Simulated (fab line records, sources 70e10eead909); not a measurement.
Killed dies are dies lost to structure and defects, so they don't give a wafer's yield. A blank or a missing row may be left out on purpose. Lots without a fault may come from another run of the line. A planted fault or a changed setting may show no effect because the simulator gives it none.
Chamber matching | flow nand_harc | NHARC_P_M0_DEP_32 on pecvd-04: 3 sister chambers
The step deposits SiCN, target thk 30 nm. 14 wafers are shown with their chamber, then 7 later ones without.

WAFERS WITH THEIR CHAMBER
wafer  | chamber | showerhead_vpp_V (V) | heater_power_outer_w (W) | heater_power_w (W)
L101.2 | 0       | 1364                 | 301                      | 575
L101.3 | 2       | 1322                 | 310                      | 570
L101.4 | 2       | 1287                 | 321                      | 566
L103.3 | 1       | 1332                 | 480                      | 812
L103.4 | 0       | 1393                 | 364                      | 664
L103.5 | 2       | 1302                 | 348                      | 598
L104.2 | 1       | 1315                 | 450                      | 785
L104.5 | 0       | 1375                 | 291                      | 546
L104.6 | 1       | 1300                 | 472                      | 792
L111.1 | 1       | 1314                 | 482                      | 780
L111.3 | 0       | 1391                 | 302                      | 590
L111.5 | 2       | 1285                 | 350                      | 617
L116.1 | 1       | 1308                 | 440                      | 725
L116.3 | 2       | 1293                 | 268                      | 485

SIGNATURES (means of the wafers above)
reading              | chamber 0 | chamber 1 | chamber 2 | scatter within a chamber
showerhead_vpp_V     | 1380.75   | 1313.80   | 1297.80   | 13.6
heater_power_outer_w | 314.50    | 464.80    | 319.40    | 29
heater_power_w       | 593.75    | 778.80    | 567.20    | 44.7
Rule: a wafer's distance from a chamber is the root of the sum, over the readings, of the square of ((its reading less the chamber's mean) divided by the reading's scatter). The wafer belongs to the nearest chamber; if the next one is less than 2 further off, it can't be placed. The scatter: the root of (the sum of the squares of (reading less its chamber's mean) over the shown wafers, divided by (wafers less chambers)).

WAFERS WITHOUT THEIR CHAMBER
wafer  | showerhead_vpp_V (V) | heater_power_outer_w (W) | heater_power_w (W)
L116.6 | 1390                 | 377                      | 675
L118.1 | 1334                 | 421                      | 726
L118.2 | 1393                 | 409                      | 756
L118.4 | 1335                 | 436                      | 723
L121.2 | 1340                 | 427                      | 703
L121.3 | 1282                 | 265                      | 478
L121.6 | 1371                 | 405                      | 721

WHICH CHAMBER EACH WENT THROUGH
wafer  | from the rows above     | in truth
L116.6 | 0                       | 0
L118.1 | 1                       | 1
L118.2 | can't be placed: 0 or 1 | 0
L118.4 | 1                       | 1
L121.2 | 1                       | 1
L121.3 | 2                       | 2
L121.6 | can't be placed: 0 or 1 | 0
Placed correctly: 5 of 7. Can't be placed from these rows: 2 (the true chamber is among the candidates in 2). Placed wrongly: 0.
